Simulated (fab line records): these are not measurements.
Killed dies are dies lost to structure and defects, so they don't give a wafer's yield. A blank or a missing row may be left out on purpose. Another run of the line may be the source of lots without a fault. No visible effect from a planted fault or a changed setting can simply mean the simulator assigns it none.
fab line records	flow n5-finfet
record: lots: 12	wafers: 34	last-day: 16
route steps=1938 shown BEOL_M7@1318 BEOL_M8@1334 PASSIVATION@1936
lots that met no fault: from a run of the same line without faults
start-h: start of the lot's first displayed wafer, in hours after the record's first day	wait-h: hours from the lot's prior step to this one	" the same as in the row above	L1.1+2: one row covering several wafers at once	- no value, or no start was given	* or withheld: withheld	< > ~ a bound
route shown NAME@n: NAME is a module with steps in the file, n the number in the route of the first one	usual: mean and standard deviation over wafers with no fault	same: alike in all rows	chamber/n: place in a boat	sites: the reading at each site	_std_site: how widely they spread, as a standard deviation	_edge_site: outer sites' mean less inner sites'	radius-mm: for every site, how far away it sits from the centre of the wafer	mask NAME#n: copy n	behind: the most recent tool/chamber to have shaped the wafer	hold: what put the lot on hold/how long, in hours/how the hold closed	device: the n, p or np transistor that did not switch	end of line: the route-end tests of the same wafers	step lacking rows: just its recipe	killed: the dies lost at the first sort to structure and to defects; this is not the yield of the wafer	map: per-die view of a wafer (x killed, . not killed, _ where there is no die)
set.NAME: the run value of the setting; set.NAME@STEP: its run value at that earlier step	model.NAME: the simulator's own value behind a step, which no gauge read
a sample of lots followed through the steps of the route, with each step as a table and each wafer as a row
services: the hour from which a tool's chamber was out of use, counted from the record's first day as start-h (under 0 if before that day), plus the number of hours and why
== steps ==
step: N5_BEOL_M7_DEGAS_44
recipe: ambient: vacuum	temp-c: 250	time-s: 60
usual: heater-power-w: 332/44
lot.wafer	tool	chamber	start-h	wait-h	heater-power-w
L375.1	pvd-sputter-02	-	206.04	0.4	289
L375.3	"	-	"	"	311
L375.6	"	-	"	"	305
L377.1	pvd-sputter-02	-	227.89	3.6	321
L377.3	"	-	"	"	439
L377.6	"	-	"	"	290
L380.1	pvd-sputter-01	-	228.82	0.4	371
L380.3	"	-	"	"	321
L380.4	"	-	"	"	321
L378.1	pvd-sputter-01	-	228.90	0.4	376
L378.3	"	-	"	"	302
L378.6	"	-	"	"	318
L381.2	pvd-sputter-03	-	245.70	0.5	385
L381.4	"	-	"	"	284
L381.5	"	-	"	"	347
L382.1	pvd-sputter-01	-	249.84	0.3	302
L382.4	"	-	"	"	324
L382.5	"	-	"	"	333
L388.2	pvd-sputter-01	-	282.43	0.3	325
L388.3	"	-	"	"	324
L388.5	"	-	"	"	297
L390.1	pvd-sputter-01	-	292.86	0.3	301
L390.5	"	-	"	"	374
L390.6	"	-	"	"	313
L389.1	pvd-sputter-02	-	295.77	0.7	313
L389.5	"	-	"	"	307
L392.3	pvd-sputter-02	-	302.78	0.2	313
L392.4	"	-	"	"	292
L392.6	"	-	"	"	303
L391.1	pvd-sputter-03	-	307.45	2.3	278
L391.3	"	-	"	"	344
L391.5	"	-	"	"	301
L394.3	pvd-sputter-02	-	314.82	0.5	441
L394.4	"	-	"	"	321
step: N5_BEOL_M7_CMP_52
recipe: stop-on: SiCOH_lowk	t-overpolish-s: 6.9	down-force-psi: 1	platen-rpm: 50	clearing-platen-down-force-psi: 1.5	clearing-platen-rpm: 50	post-cmp-clean: cu-alkaline	target-thk-nm: 80	clearing-platen-pad-velocity-m-s: 0.99484	pad-velocity-m-s: 0.99484
usual: barrier-field-endpoint-s: 29.1/0.78	motor-current-A: 6.0/0.65	overpolish-run-s: 6.900/0.0097	time-to-endpoint-s: 62/3.2
lot.wafer	tool	chamber	start-h	wait-h	barrier-field-endpoint-s	motor-current-A	overpolish-run-s	time-to-endpoint-s
L375.3	cmp-02	1	207.93	0.2	29.5	6.2	6.900	64
L375.1	"	2	"	"	28.6	7.3	6.911	64
L375.6	"	0	"	"	27.7	5.9	6.923	56
L377.3	cmp-01	1	229.24	0.2	29.7	6.7	6.898	66
L377.1	"	2	"	"	29.0	5.7	6.899	59
L377.6	"	1	"	"	29.7	6.6	6.888	64
L380.1	cmp-04	2	230.36	0.3	30.3	5.0	6.918	65
L380.3	"	3	"	"	28.5	5.9	6.897	58
L380.4	"	1	"	"	29.7	5.6	6.908	61
L378.3	cmp-04	2	230.90	0.2	30.5	4.9	6.908	67
L378.1	"	3	"	"	29.0	5.8	6.903	62
L378.6	"	3	"	"	29.3	6.0	6.888	59
L381.4	cmp-02	3	247.30	0.2	30.1	5.6	6.896	67
L381.2	"	0	"	"	28.2	6.4	6.903	59
L381.5	"	1	"	"	29.5	5.6	6.915	65
L382.1	cmp-02	0	251.12	0.3	27.9	6.6	6.915	58
L382.4	"	2	"	"	28.4	7.4	6.898	66
L382.5	"	0	"	"	27.5	6.2	6.896	55
L388.2	cmp-04	0	283.99	0.2	28.4	6.8	6.918	58
L388.3	"	1	"	"	29.4	5.3	6.892	64
L388.5	"	1	"	"	28.8	5.6	6.920	64
L390.1	cmp-04	3	294.64	0.5	28.2	6.0	6.889	61
L390.5	"	2	"	"	30.1	5.0	6.882	64
L390.6	"	3	"	"	29.0	6.1	6.893	58
L389.1	cmp-04	2	297.74	0.5	29.3	5.5	6.906	63
L389.5	"	2	"	"	16.6	5.5	6.906	37
L392.3	cmp-01	3	304.16	0.2	28.9	5.6	6.900	60
L392.4	"	2	"	"	28.4	6.1	6.896	55
L392.6	"	0	"	"	28.6	6.0	6.925	64
L391.3	cmp-04	3	308.58	0.2	16.8	6.1	6.895	35
L391.1	"	0	"	"	30.0	7.0	6.901	61
L391.5	"	3	"	"	16.3	5.7	6.896	33
L394.4	cmp-04	0	317.22	0.2	29.9	6.6	6.916	61
L394.3	"	2	"	"	16.5	5.2	6.895	39
step: N5_BEOL_M8_THK_MEAS_01
recipe: reads: SiCOH_lowk_of_BEOL_M8_ILD_DEP_00
usual: M8_ILD_THK: 154.6/1.8
lot.wafer	tool	chamber	start-h	wait-h	M8_ILD_THK[nm]
L375.1	film-metro-02	-	210.00	0.4	154.8
L375.3	"	-	"	"	154.0
L375.6	"	-	"	"	155.0
L377.1	film-metro-01	-	230.31	0.4	156.1
L377.3	"	-	"	"	154.0
L377.6	"	-	"	"	158.6
L380.1	film-metro-02	-	231.42	0.4	152.3
L380.3	"	-	"	"	154.6
L380.4	"	-	"	"	157.9
L378.1	film-metro-01	-	232.00	0.4	155.9
L378.3	"	-	"	"	155.0
L378.6	"	-	"	"	157.2
L381.2	film-metro-02	-	248.29	0.4	151.7
L381.4	"	-	"	"	153.3
L381.5	"	-	"	"	153.0
L382.1	film-metro-01	-	252.43	0.4	153.5
L382.4	"	-	"	"	153.7
L382.5	"	-	"	"	156.7
L388.2	film-metro-01	-	285.06	0.4	153.4
L388.3	"	-	"	"	153.3
L388.5	"	-	"	"	155.2
L390.1	film-metro-01	-	295.80	0.4	152.1
L390.5	"	-	"	"	155.2
L390.6	"	-	"	"	152.7
L389.1	film-metro-02	-	298.80	0.4	153.5
L389.5	"	-	"	"	156.7
L392.3	film-metro-01	-	305.23	0.3	151.6
L392.4	"	-	"	"	156.4
L392.6	"	-	"	"	156.0
L391.1	film-metro-01	-	309.65	0.4	153.7
L391.3	"	-	"	"	154.1
L391.5	"	-	"	"	155.6
L394.3	film-metro-01	-	318.32	0.3	153.6
L394.4	"	-	"	"	152.8
step: N5_BEOL_M8_PECVD_70
recipe: material: SiO2	target-thk-a: 200	temp-c: 400	precursor: TEOS/O2	pressure-torr: 5.5	rf-w: 450	teos-flow-sccm: 53.8	gas: O2	flow-sccm: 3000	time-s: 22.7
usual: heater-power-w: 670/100	showerhead-plenum-p-Torr: 8.78/0.062	throttle-valve-pct: 22.6/1.6
lot.wafer	tool	chamber	start-h	wait-h	heater-power-w	showerhead-plenum-p-Torr	throttle-valve-pct
L375.1	pecvd-01	1	210.04	0.0	709	8.72	25.9
L375.3	"	0	"	"	736	8.70	21.7
L375.6	"	2	"	"	622	8.90	22.6
L377.1	pecvd-02	1	230.35	0.0	757	8.77	20.9
L377.3	"	2	"	"	722	8.77	21.6
L377.6	"	0	"	"	718	8.79	23.3
L380.1	pecvd-01	2	231.46	0.0	688	8.90	22.8
L380.3	"	1	"	"	786	8.70	26.1
L380.4	"	0	"	"	640	8.68	21.7
L378.1	pecvd-01	0	232.03	0.0	726	8.69	21.5
L378.3	"	2	"	"	726	8.90	22.4
L378.6	"	2	"	"	732	8.90	22.7
L381.2	pecvd-01	2	248.33	0.0	703	8.89	22.6
L381.4	"	0	"	"	691	8.69	21.7
L381.5	"	2	"	"	718	8.90	22.6
L382.1	pecvd-03	2	252.47	0.0	555	8.82	20.8
L382.4	"	1	"	"	495	8.77	22.3
L382.5	"	2	"	"	532	8.83	20.7
L388.2	pecvd-01	2	285.10	0.0	733	8.91	22.7
L388.3	"	0	"	"	590	8.71	21.9
L388.5	"	2	"	"	727	8.89	22.5
L390.1	pecvd-01	0	295.83	0.0	735	8.69	21.8
L390.5	"	1	"	"	675	8.70	26.3
L390.6	"	2	"	"	656	8.89	22.5
L389.1	pecvd-02	0	298.85	0.0	667	8.79	23.0
L389.5	"	2	"	"	674	8.80	21.9
L392.3	pecvd-01	0	305.26	0.0	691	8.71	21.8
L392.4	"	2	"	"	646	8.88	22.7
L392.6	"	1	"	"	812	8.72	26.1
L391.1	pecvd-02	2	309.68	0.0	604	8.79	22.0
L391.3	"	0	"	"	649	8.80	23.4
L391.5	"	0	"	"	648	8.81	23.2
L394.3	pecvd-03	0	318.36	0.0	775	8.74	24.0
L394.4	"	1	"	"	555	8.74	21.9
step: N5_PASSIVATION_PROBE_49
usual: defect-limited-yield: 91.4/1.5	killed_at_M0_to_M3: 34/10	killed_at_M4_up: 15/6	killed-at-contacts: 12/6	killed-at-front-end: 37/11	killed-at-other: 3.3/2.8	killed-dies: 101/18	killed-open: 66/14	killed-short: 33/7.8	sort_bin_5_function: 5.0/0.97	sort_bin_6_memory: 3.2/0.72	sort_bin_8_speed: 0.00/0.01	sort-n-pass: 1079/18	sort-yield-pct: 91.4/1.5
same: gross-dies: 1180	killed-at-back-side: 0	sort_bin_4_leakage[%]: 0
lot.wafer	tool	chamber	start-h	wait-h	defect-limited-yield[%]	killed_at_M0_to_M3	killed_at_M4_up	killed-at-contacts	killed-at-front-end	killed-at-other	killed-dies	killed-open	killed-short	sort_bin_5_function[%]	sort_bin_6_memory[%]	sort_bin_8_speed[%]	sort-n-pass	sort-yield-pct[%]
L381.2	prober-02	-	321.89	0.1	91.9	39	11	21	25	0	96	58	36	4.7	2.9	0	1084	91.9
L381.4	prober-02	-	321.99	0.2	89.5	54	11	15	40	4	124	80	43	6.8	3.3	0	1056	89.5
L381.5	prober-02	-	322.04	0.2	91.0	48	18	18	20	2	106	74	31	5.3	3.2	0	1074	91.0
L391.1	prober-01	-	385.66	0.0	93.6	22	11	6	33	4	76	52	20	3.6	2.3	0	1104	93.6
L391.3	prober-01	-	385.76	0.1	93.9	19	13	12	26	2	72	47	25	3.0	3.1	0	1108	93.9
L391.5	prober-01	-	385.86	0.2	92.0	24	13	8	47	2	94	67	24	4.6	2.8	0	1086	92.0
L389.1	prober-02	-	386.45	0.0	87.9	55	34	6	43	5	143	82	54	6.6	4.6	0	1037	87.9
L389.5	prober-02	-	386.65	0.2	91.0	45	21	6	34	0	106	73	33	4.7	3.7	0	1074	91.0
killed by level:class
L381.2 MOL_CONTACT_COAG:geometric-particle:open=16 BEOL_M0_SAQP:geometric-particle:open=14 BEOL_M0_SAQP:geometric-particle:short=11 BEOL_M1:geometric-particle:open=7 MOL_CONTACT_COAG:geometric-particle:short=5 STARTING-WAFER:geometric-particle:short=5 FIN_SAQP:geometric-particle:open=4 BEOL_M3:geometric-particle:open=4
L381.4 BEOL_M0_SAQP:geometric-particle:open=16 MOL_CONTACT_COAG:geometric-particle:open=13 FIN_SAQP:geometric-particle:open=10 BEOL_M0_SAQP:geometric-particle:short=10 BEOL_M1:geometric-particle:open=9 DUMMY_GATE:geometric-particle:open=6 BEOL_M0:geometric-particle:short=6 BEOL_M3:geometric-particle:open=6
L381.5 MOL_CONTACT_COAG:geometric-particle:open=11 BEOL_M0_SAQP:geometric-particle:short=11 BEOL_M2:geometric-particle:open=10 DUMMY_GATE:geometric-particle:open=9 BEOL_M0_SAQP:geometric-particle:open=8 MOL_CONTACT_COAG:geometric-particle:short=7 BEOL_M1:geometric-particle:open=7 BEOL_M4:geometric-particle:open=7
L391.1 FIN_SAQP:geometric-particle:open=6 BEOL_M0_SAQP:geometric-particle:open=6 BEOL_M0_SAQP:geometric-particle:short=6 STI_FIN_REVEAL:geometric-particle:open=5 DUMMY_GATE:geometric-particle:open=5 MOL_CONTACT_COAG:geometric-particle:open=4 BEOL_M2:geometric-particle:open=4 HKMG_FIN:area-etch=4
L391.3 MOL_CONTACT_COAG:geometric-particle:open=8 STI_FIN_REVEAL:geometric-particle:open=7 BEOL_M0_SAQP:geometric-particle:open=6 FIN_SAQP:geometric-particle:short=5 FIN_SAQP:geometric-particle:open=4 MOL_CONTACT_COAG:geometric-particle:short=4 STI_FIN_REVEAL:geometric-particle:short=3 BEOL_M0:geometric-particle:open=3
L391.5 STI_FIN_REVEAL:geometric-particle:open=20 BEOL_M0_SAQP:geometric-particle:short=9 FIN_SAQP:geometric-particle:open=7 MOL_CONTACT_COAG:geometric-particle:open=7 BEOL_M0_SAQP:geometric-particle:open=5 BEOL_M3:geometric-particle:open=5 FIN_SAQP:geometric-particle:short=3 STI_FIN_REVEAL:geometric-particle:short=3
L389.1 BEOL_M0_SAQP:geometric-particle:short=16 BEOL_M2:geometric-particle:open=14 BEOL_M4:geometric-particle:open=14 BEOL_M0_SAQP:geometric-particle:open=12 FIN_SAQP:geometric-particle:short=9 FIN_SAQP:geometric-particle:open=6 ILD0:geometric-particle:open=5 BEOL_M4:geometric-particle:short=5
L389.5 BEOL_M0_SAQP:geometric-particle:open=12 BEOL_M0_SAQP:geometric-particle:short=11 BEOL_M2:geometric-particle:open=11 DUMMY_GATE:geometric-particle:open=9 FIN_SAQP:geometric-particle:short=7 FIN_SAQP:geometric-particle:open=7 BEOL_M4:geometric-particle:open=7 MOL_CONTACT_COAG:geometric-particle:open=5
== services ==
tool	chamber	start-h	hours	kind
cmp-02	-	183.37	4.0	pm
cmp-02	-	187.37	-	consumable-replace:conditioner
cmp-02	-	187.37	-	consumable-replace:pad
cmp-01	-	192.70	7.2	repair
pecvd-03	2	209.24	13.2	repair
pecvd-02	1	209.88	2.1	scheduled-down
cmp-02	-	223.26	4.3	pm
pecvd-02	2	223.44	4.2	repair
cmp-02	-	227.88	1.6	repair
cmp-01	-	234.04	3.7	pm
cmp-04	-	236.65	5.7	pm
pecvd-01	-	255.82	1.6	repair
pecvd-03	1	260.12	40.9	repair
cmp-04	-	275.29	2.0	repair
pecvd-03	-	276.82	6.0	pm
pecvd-02	2	278.43	2.1	scheduled-down
cmp-01	-	288.82	1.2	repair
pecvd-02	-	292.26	5.5	pm
pecvd-03	-	298.20	0.8	repair
cmp-01	-	310.90	4.0	pm
cmp-01	-	314.90	-	consumable-replace:conditioner
cmp-01	-	314.90	-	consumable-replace:pad
== key ==
first-sign: step: N5_BEOL_M7_CMP_52	reading: barrier-field-endpoint-s	direction: down	sigmas: 16	usual: 29.1	struck: 16.5
effect: step: N5_BEOL_M7_CMP_52	reading: time-to-endpoint-s	direction: down	sigmas: 8.1	usual: *	struck: *
met-at N5_BEOL_M7_CMP_52
struck-lots L389,L391,L394
struck-wafers L389.5,L391.3,L391.5,L394.3
not-acting-at N5_BEOL_M7_DEGAS_44,N5_BEOL_M8_THK_MEAS_01,N5_BEOL_M8_PECVD_70
onset-between 294.64 297.74
fault: kind: process-parameter-drift	tool: cmp-04	chamber: -	onset-h: 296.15	steps: N5_BEOL_M7_CMP_52	channel: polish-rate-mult	offset: 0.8	shape: step	end-h: 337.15	scope: struck-wafers-only
